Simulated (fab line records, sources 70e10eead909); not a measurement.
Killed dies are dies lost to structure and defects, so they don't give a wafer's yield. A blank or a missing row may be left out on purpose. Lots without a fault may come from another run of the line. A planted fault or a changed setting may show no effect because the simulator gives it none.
Chamber matching | flow nand_harc | NHARC_P_M0_PRE_CLEAN_31 on pecvd-03: 3 sister chambers
The step time 12 s. 33 wafers are shown with their chamber, then 12 later ones without.

WAFERS WITH THEIR CHAMBER
wafer  | chamber | heater_power_w (W) | rf_fwd_power_W (W)
L074.1 | 2       | 598                | 292.7
L074.3 | 1       | 613                | 292.6
L074.6 | 1       | 605                | 292.3
L076.2 | 0       | 566                | 292.4
L076.3 | 1       | 597                | 293.7
L076.4 | 2       | 550                | 293.6
L079.1 | 1       | 591                | 292.2
L079.2 | 2       | 605                | 292.4
L079.6 | 0       | 540                | 292.3
L082.2 | 0       | 530                | 292.7
L082.5 | 0       | 530                | 293.1
L082.6 | 2       | 619                | 292.7
L083.2 | 0       | 554                | 294.4
L083.4 | 0       | 587                | 292.0
L083.6 | 2       | 554                | 292.7
L084.3 | 0       | 536                | 291.2
L084.4 | 1       | 612                | 292.8
L084.5 | 0       | 551                | 292.0
L085.1 | 0       | 579                | 289.6
L085.4 | 0       | 585                | 290.4
L085.5 | 2       | 547                | 292.4
L086.2 | 1       | 642                | 293.9
L086.3 | 2       | 611                | 291.9
L086.4 | 2       | 608                | 293.1
L087.2 | 1       | 640                | 293.9
L087.3 | 2       | 540                | 293.3
L087.4 | 2       | 539                | 292.1
L088.3 | 0       | 544                | 292.4
L088.4 | 0       | 532                | 292.3
L088.6 | 1       | 654                | 292.9
L090.1 | 2       | 596                | 293.1
L090.4 | 2       | 600                | 292.7
L090.6 | 1       | 672                | 293.5

SIGNATURES (means of the wafers above)
reading        | chamber 0 | chamber 1 | chamber 2 | scatter within a chamber
heater_power_w | 552.83    | 625.11    | 580.58    | 27.1
rf_fwd_power_W | 292.067   | 293.089   | 292.725   | 0.879
Rule: a wafer's distance from a chamber is the root of the sum, over the readings, of the square of ((its reading less the chamber's mean) divided by the reading's scatter). The wafer belongs to the nearest chamber; if the next one is less than 2 further off, it can't be placed. The scatter: the root of (the sum of the squares of (reading less its chamber's mean) over the shown wafers, divided by (wafers less chambers)).

WAFERS WITHOUT THEIR CHAMBER
wafer  | heater_power_w (W) | rf_fwd_power_W (W)
L094.2 | 554                | 291.8
L094.3 | 584                | 291.4
L094.5 | 656                | 291.7
L095.3 | 572                | 292.0
L095.5 | 564                | 292.1
L095.6 | 521                | 292.0
L096.2 | 546                | 291.2
L096.3 | 586                | 291.4
L096.6 | 582                | 291.8
L097.3 | 543                | 292.3
L097.5 | 633                | 291.4
L097.6 | 526                | 291.7

WHICH CHAMBER EACH WENT THROUGH
wafer  | from the rows above          | in truth
L094.2 | can't be placed: 0 or 2      | 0
L094.3 | can't be placed: 0 or 2 or 1 | 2
L094.5 | can't be placed: 1 or 2 or 0 | 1
L095.3 | can't be placed: 0 or 2 or 1 | 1
L095.5 | can't be placed: 0 or 2      | 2
L095.6 | can't be placed: 0 or 2      | 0
L096.2 | can't be placed: 0 or 2      | 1
L096.3 | can't be placed: 0 or 2 or 1 | 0
L096.6 | can't be placed: 2 or 0 or 1 | 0
L097.3 | can't be placed: 0 or 2      | 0
L097.5 | can't be placed: 1 or 2 or 0 | 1
L097.6 | can't be placed: 0 or 2      | 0
Placed correctly: 0 of 12. Can't be placed from these rows: 12 (the true chamber is among the candidates in 11). Placed wrongly: 0.
